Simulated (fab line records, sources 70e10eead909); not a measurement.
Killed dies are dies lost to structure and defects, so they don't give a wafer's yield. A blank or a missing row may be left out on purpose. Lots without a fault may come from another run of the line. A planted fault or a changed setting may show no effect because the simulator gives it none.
Chamber matching | flow nand_harc | NHARC_P_ZERO_WELL_ETCH_63 on rie_si-06: 4 sister chambers
The step etches the open film in HBr/Cl2, target depth 120 nm, time 40.1 s. 18 wafers are shown with their chamber, then 9 later ones without.

WAFERS WITH THEIR CHAMBER
wafer  | chamber | drypump_motor_current_A (A) | he_backside_leak_sccm (sccm) | oes_product_au (a.u.)
L079.2 | 3       | 6.3                         | 2.43                         | 0.998
L079.3 | 1       | 5.2                         | 2.40                         | 1.000
L079.4 | 2       | 6.0                         | 2.78                         | 0.984
L080.2 | 0       | 5.3                         | 2.70                         | 0.971
L080.3 | 1       | 5.2                         | 2.33                         | 0.993
L080.5 | 3       | 6.3                         | 2.55                         | 0.999
L082.1 | 2       | 6.1                         | 2.72                         | 0.981
L082.3 | 3       | 6.3                         | 2.49                         | 1.002
L082.5 | 1       | 5.2                         | 2.44                         | 0.999
L084.3 | 2       | 6.0                         | 2.72                         | 0.982
L084.4 | 0       | 5.4                         | 2.74                         | 0.978
L084.6 | 3       | 6.3                         | 2.49                         | 1.008
L085.1 | 1       | 5.2                         | 2.51                         | 0.993
L085.2 | 3       | 6.3                         | 2.53                         | 0.992
L085.4 | 2       | 6.1                         | 2.77                         | 0.978
L087.2 | 2       | 6.1                         | 2.78                         | 0.983
L087.3 | 0       | 5.4                         | 2.83                         | 0.991
L087.5 | 3       | 6.3                         | 2.57                         | 0.996

SIGNATURES (means of the wafers above)
reading                 | chamber 0 | chamber 1 | chamber 2 | chamber 3 | scatter within a chamber
drypump_motor_current_A | 5.367     | 5.200     | 6.060     | 6.300     | 0.0365
he_backside_leak_sccm   | 2.7567    | 2.4200    | 2.7540    | 2.5100    | 0.0552
oes_product_au          | 0.98000   | 0.99625   | 0.98160   | 0.99917   | 0.00547
Rule: a wafer's distance from a chamber is the root of the sum, over the readings, of the square of ((its reading less the chamber's mean) divided by the reading's scatter). The wafer belongs to the nearest chamber; if the next one is less than 2 further off, it can't be placed. The scatter: the root of (the sum of the squares of (reading less its chamber's mean) over the shown wafers, divided by (wafers less chambers)).

WAFERS WITHOUT THEIR CHAMBER
wafer  | drypump_motor_current_A (A) | he_backside_leak_sccm (sccm) | oes_product_au (a.u.)
L093.1 | 6.1                         | 2.66                         | 0.973
L093.5 | 6.0                         | 2.74                         | 0.974
L093.6 | 6.3                         | 2.55                         | 1.000
L094.1 | 5.4                         | 2.76                         | 0.998
L094.2 | 5.2                         | 2.48                         | 0.981
L094.4 | 6.3                         | 2.50                         | 0.987
L095.1 | 6.3                         | 2.46                         | 1.001
L095.3 | 6.0                         | 2.87                         | 0.978
L095.4 | 5.4                         | 2.64                         | 1.001

WHICH CHAMBER EACH WENT THROUGH
wafer  | from the rows above | in truth
L093.1 | 2                   | 2
L093.5 | 2                   | 2
L093.6 | 3                   | 3
L094.1 | 0                   | 0
L094.2 | 1                   | 1
L094.4 | 3                   | 3
L095.1 | 3                   | 3
L095.3 | 2                   | 2
L095.4 | 0                   | 0
Placed correctly: 9 of 9. Can't be placed from these rows: 0. Placed wrongly: 0.
